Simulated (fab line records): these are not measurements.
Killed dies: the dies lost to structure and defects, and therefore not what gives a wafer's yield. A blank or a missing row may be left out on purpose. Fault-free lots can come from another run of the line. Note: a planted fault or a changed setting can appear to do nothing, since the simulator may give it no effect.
Chamber matching / flow n5_finfet / N5_HKMG_FIN_ALD_75 on ald_hk-01: 4 sister chambers
The step deposits Al2O3, target thk 1 nm, co reactant pulse time 1 s. 14 wafers are shown with their chamber, then 7 later ones without.

WAFERS WITH THEIR CHAMBER
wafer=L079.2; chamber=1; heater_power_w (W)=150; susceptor_temp_C (C)=150.33; precursor_pulse_height_rel=0.996
wafer=L079.3; chamber=2; heater_power_w (W)=142; susceptor_temp_C (C)=149.83; precursor_pulse_height_rel=1.001
wafer=L079.6; chamber=1; heater_power_w (W)=143; susceptor_temp_C (C)=150.21; precursor_pulse_height_rel=0.962
wafer=L081.1; chamber=0; heater_power_w (W)=138; susceptor_temp_C (C)=149.82; precursor_pulse_height_rel=1.008
wafer=L081.3; chamber=3; heater_power_w (W)=162; susceptor_temp_C (C)=150.04; precursor_pulse_height_rel=1.004
wafer=L081.4; chamber=1; heater_power_w (W)=144; susceptor_temp_C (C)=150.16; precursor_pulse_height_rel=1.007
wafer=L083.1; chamber=1; heater_power_w (W)=150; susceptor_temp_C (C)=149.99; precursor_pulse_height_rel=0.985
wafer=L083.4; chamber=2; heater_power_w (W)=144; susceptor_temp_C (C)=149.98; precursor_pulse_height_rel=0.986
wafer=L083.6; chamber=0; heater_power_w (W)=130; susceptor_temp_C (C)=150.09; precursor_pulse_height_rel=0.972
wafer=L088.2; chamber=2; heater_power_w (W)=145; susceptor_temp_C (C)=149.89; precursor_pulse_height_rel=1.044
wafer=L088.4; chamber=3; heater_power_w (W)=162; susceptor_temp_C (C)=150.10; precursor_pulse_height_rel=0.984
wafer=L088.6; chamber=1; heater_power_w (W)=153; susceptor_temp_C (C)=150.15; precursor_pulse_height_rel=0.983
wafer=L090.2; chamber=3; heater_power_w (W)=162; susceptor_temp_C (C)=150.05; precursor_pulse_height_rel=0.976
wafer=L090.3; chamber=2; heater_power_w (W)=146; susceptor_temp_C (C)=150.15; precursor_pulse_height_rel=0.980

SIGNATURES (means of the wafers above)
reading=heater_power_w; chamber 0=134.00; chamber 1=148.00; chamber 2=144.25; chamber 3=162.00; scatter within a chamber=3.39
reading=susceptor_temp_C; chamber 0=149.9550; chamber 1=150.1680; chamber 2=149.9625; chamber 3=150.0633; scatter within a chamber=0.125
reading=precursor_pulse_height_rel; chamber 0=0.99000; chamber 1=0.98660; chamber 2=1.00275; chamber 3=0.98800; scatter within a chamber=0.0217
Rule: a wafer lies at a distance from a chamber equal to the root of the sum of squares, over the readings, of (its reading less the chamber's mean, divided by the reading's scatter). If the next closest chamber is less than 2 further off than the closest, the wafer can't be placed; otherwise it belongs to the closest. How the scatter is found: for the shown wafers, subtract from each reading the mean of its chamber, square and add these, divide the total by (wafers less chambers), then take the root.

WAFERS WITH NO CHAMBER GIVEN
wafer=L090.4; heater_power_w (W)=147; susceptor_temp_C (C)=150.10; precursor_pulse_height_rel=0.960
wafer=L094.2; heater_power_w (W)=158; susceptor_temp_C (C)=150.02; precursor_pulse_height_rel=1.000
wafer=L094.4; heater_power_w (W)=147; susceptor_temp_C (C)=150.22; precursor_pulse_height_rel=0.984
wafer=L094.5; heater_power_w (W)=140; susceptor_temp_C (C)=150.23; precursor_pulse_height_rel=0.982
wafer=L095.2; heater_power_w (W)=145; susceptor_temp_C (C)=150.05; precursor_pulse_height_rel=0.988
wafer=L095.3; heater_power_w (W)=158; susceptor_temp_C (C)=149.89; precursor_pulse_height_rel=1.029
wafer=L095.6; heater_power_w (W)=132; susceptor_temp_C (C)=150.15; precursor_pulse_height_rel=1.014

WHICH CHAMBER EACH WENT THROUGH
wafer=L090.4; from the rows above=can't be placed: 1 or 2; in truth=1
wafer=L094.2; from the rows above=can't be placed: 3 or 1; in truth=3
wafer=L094.4; from the rows above=can't be placed: 1 or 2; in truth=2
wafer=L094.5; from the rows above=can't be placed: 1 or 2 or 0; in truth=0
wafer=L095.2; from the rows above=can't be placed: 2 or 1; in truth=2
wafer=L095.3; from the rows above=can't be placed: 3 or 1 or 2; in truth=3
wafer=L095.6; from the rows above=can't be placed: 0 or 2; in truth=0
0 of 7 placed correctly. Unplaceable from these rows: 7, with the true chamber sitting among the candidates in 7. Number placed wrongly: 0.
